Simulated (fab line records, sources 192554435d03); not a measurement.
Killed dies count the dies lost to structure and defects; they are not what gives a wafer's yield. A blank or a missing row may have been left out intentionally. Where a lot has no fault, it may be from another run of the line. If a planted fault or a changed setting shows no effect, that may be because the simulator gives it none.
Split-lot study    flow n5_finfet    39 wafers read across 7 lots, on a route 1938 steps long

== ON THE SPLIT ==
At N5_DUMMY_GATE_CVD_03 (deposits a-Si from SiH4, target thk 150 nm, time 8042 s), the setting target_thk_a was moved away from the recipe's 1500 angstrom on 30 of the 39 wafers read, by -5.7% to +7.8%. All remaining wafers had this setting at the recipe value.

Reading taken at the split's own step.

== THE READING ==
a-Si_of_DUMMY_GATE_CVD_03.thk_nm (the simulator's own value, which no gauge read), in nm, at N5_DUMMY_GATE_CVD_03 (deposits a-Si from SiH4, target thk 150 nm, time 8042 s). The file does not state a usual value for it. The 9 wafers here that ran the recipe average 149.2 nm, standard deviation 0.87 nm.

wafer   tool, chamber at the split  target_thk_a as run, angstrom  against the recipe  a-Si_of_DUMMY_GATE_CVD_03.thk_nm, nm  against lot-mates on the recipe
L080.1  -, -                        1573                           +4.9%               157.8                                 no lot-mate on the recipe
L080.6  -, -                        1573                           +4.9%               157.8                                 no lot-mate on the recipe
L080.2  -, -                        1573                           +4.9%               158.2                                 no lot-mate on the recipe
L080.3  -, -                        1573                           +4.9%               157.4                                 no lot-mate on the recipe
L080.4  -, -                        1573                           +4.9%               157                                   no lot-mate on the recipe
L080.5  -, -                        1573                           +4.9%               158                                   no lot-mate on the recipe
L087.1  lpcvd-01, 1/40              1500                           recipe              150                                   -
L087.5  lpcvd-01, 1/59              1500                           recipe              150.8                                 -
L087.6  lpcvd-01, 1/64              1500                           recipe              150.2                                 -
L090.1  -, -                        1414                           -5.7%               139.2                                 no lot-mate on the recipe
L090.2  -, -                        1414                           -5.7%               138.8                                 no lot-mate on the recipe
L090.3  -, -                        1414                           -5.7%               138.8                                 no lot-mate on the recipe
L090.4  -, -                        1414                           -5.7%               138.4                                 no lot-mate on the recipe
L090.5  -, -                        1414                           -5.7%               139.6                                 no lot-mate on the recipe
L090.6  -, -                        1414                           -5.7%               139.6                                 no lot-mate on the recipe
L092.1  -, -                        1617                           +7.8%               160.6                                 no lot-mate on the recipe
L092.2  -, -                        1617                           +7.8%               161                                   no lot-mate on the recipe
L092.3  -, -                        1617                           +7.8%               159.8                                 no lot-mate on the recipe
L092.4  -, -                        1617                           +7.8%               160.8                                 no lot-mate on the recipe
L092.6  -, -                        1617                           +7.8%               160.8                                 no lot-mate on the recipe
L092.5  -, -                        1617                           +7.8%               160.2                                 no lot-mate on the recipe
L095.1  -, -                        1597                           +6.5%               157.6                                 no lot-mate on the recipe
L095.5  -, -                        1597                           +6.5%               157.6                                 no lot-mate on the recipe
L095.2  -, -                        1597                           +6.5%               156.4                                 no lot-mate on the recipe
L095.3  -, -                        1597                           +6.5%               159.2                                 no lot-mate on the recipe
L095.4  -, -                        1597                           +6.5%               158.4                                 no lot-mate on the recipe
L095.6  -, -                        1597                           +6.5%               158.2                                 no lot-mate on the recipe
L096.1  -, -                        1500                           recipe              149.2                                 -
L096.2  -, -                        1500                           recipe              149.4                                 -
L096.3  -, -                        1500                           recipe              148.2                                 -
L096.4  -, -                        1500                           recipe              148.4                                 -
L096.5  -, -                        1500                           recipe              148.4                                 -
L096.6  -, -                        1500                           recipe              148.6                                 -
L097.1  -, -                        1601                           +6.7%               160.8                                 no lot-mate on the recipe
L097.2  -, -                        1601                           +6.7%               161.6                                 no lot-mate on the recipe
L097.3  -, -                        1601                           +6.7%               160.2                                 no lot-mate on the recipe
L097.4  -, -                        1601                           +6.7%               159.8                                 no lot-mate on the recipe
L097.5  -, -                        1601                           +6.7%               159.8                                 no lot-mate on the recipe
L097.6  -, -                        1601                           +6.7%               160.4                                 no lot-mate on the recipe

THE FIT
A straight line over all 39 wafers: a-Si_of_DUMMY_GATE_CVD_03.thk_nm changes by +1.6 nm for each +1% of target_thk_a; r = +0.99; the points scatter about the line by 1.1 nm.
Too few moved wafers have a lot-mate on the recipe to fit a line with each lot's own level taken away.

== FILE'S OWN FIT ==
a-Si_of_DUMMY_GATE_CVD_03.thk_nm changes by +1.6 nm for each +1% of target_thk_a, r = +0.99.
